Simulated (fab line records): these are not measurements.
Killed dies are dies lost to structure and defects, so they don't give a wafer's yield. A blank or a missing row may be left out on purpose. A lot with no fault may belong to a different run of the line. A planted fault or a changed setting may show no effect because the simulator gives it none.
Lot-split experiment -- flow n5_finfet -- 7 lots, 21 wafers read, on a route of 1938 steps

== THE SPLIT ==
At N5_BEOL_M11_ETCH_66 (etches SOC in N2/H2, target depth 120 nm, overetch 24 nm, time 180 s), the setting time_s was moved away from the recipe's 180 s on 7 of the 21 wafers read, by -12.3% to +13.4%. This setting was run at the recipe's value on the other wafers.

Reading taken at the split's own step.

== THE READING ==
SiARC_of_BEOL_M11_COAT_64.thk_nm (the simulator's own value, which no gauge read), in nm, at N5_BEOL_M11_ETCH_66 (etches SOC in N2/H2, target depth 120 nm, overetch 24 nm, time 180 s). There is no usual value for it anywhere in the file. Average 22.9 nm, standard deviation 0.12 nm, over the 14 wafers here run with the recipe.

wafer,"tool, chamber at the split","time_s as run, s",against the recipe,"SiARC_of_BEOL_M11_COAT_64.thk_nm, nm",against lot-mates on the recipe
L075.3,"rie_diel-06, 0",164.3,-8.7%,23.8,+0.8
L075.4,"rie_diel-06, 3",180,recipe,23,-
L075.6,"rie_diel-06, 3",180,recipe,23,-
L074.2,"rie_diel-06, 1",198.4,+10.2%,22,-0.9
L074.3,"rie_diel-06, 0",180,recipe,23,-
L074.6,"rie_diel-06, 2",180,recipe,22.8,-
L083.3,"rie_diel-06, 3",157.8,-12.3%,23.8,+1.0
L083.4,"rie_diel-06, 1,2",180,recipe,22.8,-
L083.5,"rie_diel-06, 1,2",180,recipe,22.8,-
L087.4,"rie_diel-06, 0",180,recipe,23,-
L087.5,"rie_diel-06, 2,3",159,-11.7%,23.6,+0.6
L087.6,"rie_diel-06, 2,3",159,-11.7%,23.6,+0.6
L086.1,"rie_diel-02, 0",204.2,+13.4%,22,-0.8
L086.2,"rie_diel-02, 3",180,recipe,22.8,-
L086.4,"rie_diel-02, 1",204.2,+13.4%,22.2,-0.6
L091.2,"rie_diel-04, 3,2",180,recipe,22.8,-
L091.5,"rie_diel-04, 3,2",180,recipe,22.8,-
L091.3,"rie_diel-04, 2",180,recipe,22.6,-
L093.3,"rie_diel-06, 0",180,recipe,23,-
L093.5,"rie_diel-06, 0",180,recipe,23,-
L093.6,"rie_diel-06, 1",180,recipe,22.8,-
Rows listing several chambers each stand for several wafers; the file does not say which wafer went through which chamber.

FIT RESULTS
A straight line over all 21 wafers: SiARC_of_BEOL_M11_COAT_64.thk_nm changes by -0.0684 nm for each +1% of time_s; r = -0.96; the points scatter about the line by 0.15 nm.
The same after taking each lot's own level away (the mean of its wafers on the recipe; 21 wafers): -0.0634 nm for each +1%; r = -0.96; scatter 0.14 nm.
On that fit, the largest move of time_s shifts the reading by 0.85 nm.
Across the lots, their own levels run from 22.73 to 23.00 nm, a range of 2.2 times the standard deviation given above.
The two slopes are in agreement: the lot-to-lot level therefore moves the slope only a little.
Check: with one of the wafers moved furthest among these (+13.4%) left out of the fit, the line predicts -0.854 nm for it against its lot-mates. Against them it came out at -0.8 nm.

== FURTHER SPLITS ON THESE WAFERS ==
Note: prior to the reading, these wafers also went through further splits. Each is held against what the fit with the lots' levels taken away leaves over:
other split on the same wafers,wafers away from the commonest value,r with SiARC_of_BEOL_M11_COAT_64.thk_nm (lot level and that fit taken away)
N5_BEOL_M8_COAT_22 spin_rpm,6,-0.21
N5_BEOL_M9_COAT_22 spin_rpm,7,-0.20
N5_BEOL_M9_ETCH_66 time_s,9,+0.28
N5_BEOL_M10_VIA_ETCH_34 time_s,9,+0.13
N5_BEOL_M10_TRENCH_ETCH_37 source_w,7,+0.29

== THE FILE'S OWN FIT ==
SiARC_of_BEOL_M11_COAT_64.thk_nm changes by -0.0692 nm for each +1% of time_s, r = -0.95.
